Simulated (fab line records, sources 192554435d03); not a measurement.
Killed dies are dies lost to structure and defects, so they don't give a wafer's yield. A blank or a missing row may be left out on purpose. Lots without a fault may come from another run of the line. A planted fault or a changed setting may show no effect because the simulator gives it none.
Chamber matching | flow n5_finfet | N5_BEOL_M15_TRENCH_ETCH_34 on rie_diel-05: 4 sister chambers
The step etches SiO2 in C4F8/O2/Ar, target depth 872.93 nm, time 199 s. 14 wafers are shown with their chamber, then 7 later ones without.

WAFERS WITH THEIR CHAMBER
wafer  | chamber | rf_vpp_V (V) | drypump_motor_current_A (A) | showerhead_plenum_p_Torr (Torr)
L076.1 | 3       | 2164         | 6.2                         | 3.50
L076.2 | 1       | 2204         | 6.2                         | 3.34
L076.5 | 1       | 2204         | 6.1                         | 3.34
L078.2 | 2       | 2286         | 5.3                         | 3.43
L078.3 | 0       | 2252         | 5.9                         | 3.49
L078.6 | 0       | 2251         | 5.9                         | 3.49
L083.1 | 1       | 2203         | 6.1                         | 3.33
L083.2 | 0       | 2252         | 5.9                         | 3.48
L083.6 | 0       | 2250         | 6.0                         | 3.48
L091.2 | 2       | 2285         | 5.3                         | 3.42
L091.3 | 3       | 2162         | 6.3                         | 3.49
L091.6 | 1       | 2202         | 6.1                         | 3.33
L095.1 | 1       | 2202         | 6.1                         | 3.32
L095.3 | 3       | 2163         | 6.2                         | 3.48

SIGNATURES (means of the wafers above)
reading                  | chamber 0 | chamber 1 | chamber 2 | chamber 3 | scatter within a chamber
rf_vpp_V                 | 2251.25   | 2203.00   | 2285.50   | 2163.00   | 0.962
drypump_motor_current_A  | 5.925     | 6.120     | 5.300     | 6.233     | 0.0471
showerhead_plenum_p_Torr | 3.4850    | 3.3320    | 3.4250    | 3.4900    | 0.00794
Rule: a wafer's distance from a chamber is the root of the sum, over the readings, of the square of ((its reading less the chamber's mean) divided by the reading's scatter). The wafer belongs to the nearest chamber; if the next one is less than 2 further off, it can't be placed. The scatter: the root of (the sum of the squares of (reading less its chamber's mean) over the shown wafers, divided by (wafers less chambers)).

WAFERS WITHOUT THEIR CHAMBER
wafer  | rf_vpp_V (V) | drypump_motor_current_A (A) | showerhead_plenum_p_Torr (Torr)
L095.6 | 2203         | 6.1                         | 3.32
L093.1 | 2282         | 5.3                         | 3.41
L093.2 | 2201         | 6.1                         | 3.32
L093.5 | 2164         | 6.2                         | 3.48
L096.2 | 2249         | 5.9                         | 3.47
L096.5 | 2162         | 6.2                         | 3.48
L096.6 | 2249         | 5.9                         | 3.47

WHICH CHAMBER EACH WENT THROUGH
wafer  | from the rows above | in truth
L095.6 | 1                   | 1
L093.1 | 2                   | 2
L093.2 | 1                   | 1
L093.5 | 3                   | 3
L096.2 | 0                   | 0
L096.5 | 3                   | 3
L096.6 | 0                   | 0
Placed correctly: 7 of 7. Can't be placed from these rows: 0. Placed wrongly: 0.
